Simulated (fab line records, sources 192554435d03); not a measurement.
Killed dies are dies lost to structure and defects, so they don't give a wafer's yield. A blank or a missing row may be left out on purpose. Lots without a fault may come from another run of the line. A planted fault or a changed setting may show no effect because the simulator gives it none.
Chamber matching | flow n5_finfet | N5_FIN_CUT_STRIP_22 on rie_diel-02: 4 sister chambers
The step strips in N2/H2. 4 wafers are shown with their chamber, then 10 later ones without.

WAFERS WITH THEIR CHAMBER
wafer  | chamber | showerhead_plenum_p_Torr (Torr)
L082.6 | 1       | 3.32
L083.6 | 3       | 3.38
L089.1 | 0       | 3.17
L089.2 | 2       | 3.41

WAFERS WITHOUT THEIR CHAMBER
wafer  | showerhead_plenum_p_Torr (Torr)
L089.4 | 3.31
L090.3 | 3.31
L090.4 | 3.17
L090.6 | 3.31
L094.1 | 3.37
L094.4 | 3.40
L094.6 | 3.16
L097.1 | 3.16
L097.2 | 3.40
L097.6 | 3.36

WHICH CHAMBER EACH WENT THROUGH
wafer  | from the rows above     | in truth
L089.4 | 1                       | 1
L090.3 | 1                       | 1
L090.4 | 0                       | 0
L090.6 | 1                       | 1
L094.1 | 3                       | 3
L094.4 | can't be placed: 2 or 3 | 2
L094.6 | 0                       | 0
L097.1 | 0                       | 0
L097.2 | can't be placed: 2 or 3 | 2
L097.6 | can't be placed: 3 or 1 | 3
Placed correctly: 7 of 10. Can't be placed from these rows: 3 (the true chamber is among the candidates in 3). Placed wrongly: 0.
How it was worked out, from the rows above alone: a wafer's distance from a chamber is the root of the sum, over the readings, of the square of ((its reading less the chamber's mean) divided by the reading's scatter). The wafer belongs to the nearest chamber; if the next one is less than 2 further off, it can't be placed. A chamber's mean is the mean of its shown wafers. The scatter: with one shown wafer a chamber, the root of the mean of the squares of how far each hidden wafer lies from its nearest shown one.
